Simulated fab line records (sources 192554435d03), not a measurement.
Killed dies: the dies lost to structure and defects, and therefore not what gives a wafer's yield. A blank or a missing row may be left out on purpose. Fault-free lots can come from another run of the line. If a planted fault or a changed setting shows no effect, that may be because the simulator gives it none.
Chamber matching ; flow n5-finfet ; 3 sister chambers for N5_FIN_SAQP_HM_DEP_72 on pecvd-02
The step deposits SiO2 from SiH4/N2O, target thk 12 nm, time 7.2 s. 18 wafers are shown with their chamber, then 9 later ones without.

== WAFERS PAIRED WITH THEIR CHAMBERS ==
wafer;chamber;showerhead-plenum-p-Torr (Torr);heater-power-w (W);rf-fwd-power-W (W)
L076.3;2;8.00;803;272.1
L076.4;2;8.02;819;272.6
L076.6;0;8.06;616;272.0
L077.3;2;8.02;791;272.4
L077.4;1;8.24;1033;274.8
L077.6;0;8.07;662;271.7
L081.2;2;8.00;835;272.7
L081.4;1;8.26;893;272.8
L081.6;0;8.10;685;273.3
L082.1;2;8.02;827;273.8
L082.2;0;8.08;692;271.9
L082.6;2;8.00;836;273.0
L086.1;0;8.07;665;272.8
L086.3;2;8.01;872;275.2
L086.5;1;8.23;906;273.8
L089.4;2;8.01;855;272.9
L089.5;1;8.24;1042;274.1
L089.6;0;8.07;608;272.1

SIGNATURES (means of the wafers above)
reading;chamber 0;chamber 1;chamber 2;scatter within a chamber
showerhead-plenum-p-Torr;8.0750;8.2425;8.0100;0.0116
heater-power-w;654.67;968.50;829.75;44.8
rf-fwd-power-W;272.300;273.875;273.087;0.849
Rule: for a wafer and a chamber, the distance is found by dividing, reading by reading, the gap between the wafer's reading and the chamber's mean by the reading's scatter, squaring, summing and taking the root. If the next closest chamber is less than 2 further off than the closest, the wafer can't be placed; otherwise it belongs to the closest. The scatter: take each reading less its chamber's mean, square it, sum over the shown wafers, divide by the number of wafers less the number of chambers, and take the root.

== WAFERS WHOSE CHAMBER IS MISSING ==
wafer;showerhead-plenum-p-Torr (Torr);heater-power-w (W);rf-fwd-power-W (W)
L090.1;8.23;886;273.9
L090.3;8.25;855;272.9
L090.5;8.25;909;275.1
L092.3;8.26;1047;274.4
L092.5;8.09;692;272.7
L092.6;8.26;1035;274.0
L095.1;8.24;1042;273.3
L095.3;8.00;746;274.6
L095.4;8.07;688;272.2

== THE CHAMBER EACH PASSED THROUGH ==
wafer;from the rows above;in truth
L090.1;1;1
L090.3;1;1
L090.5;1;1
L092.3;1;1
L092.5;0;0
L092.6;1;1
L095.1;1;1
L095.3;2;2
L095.4;0;0
Correct placement for 9 of the 9. Left unplaced by these rows: 0. Wrongly placed: 0.
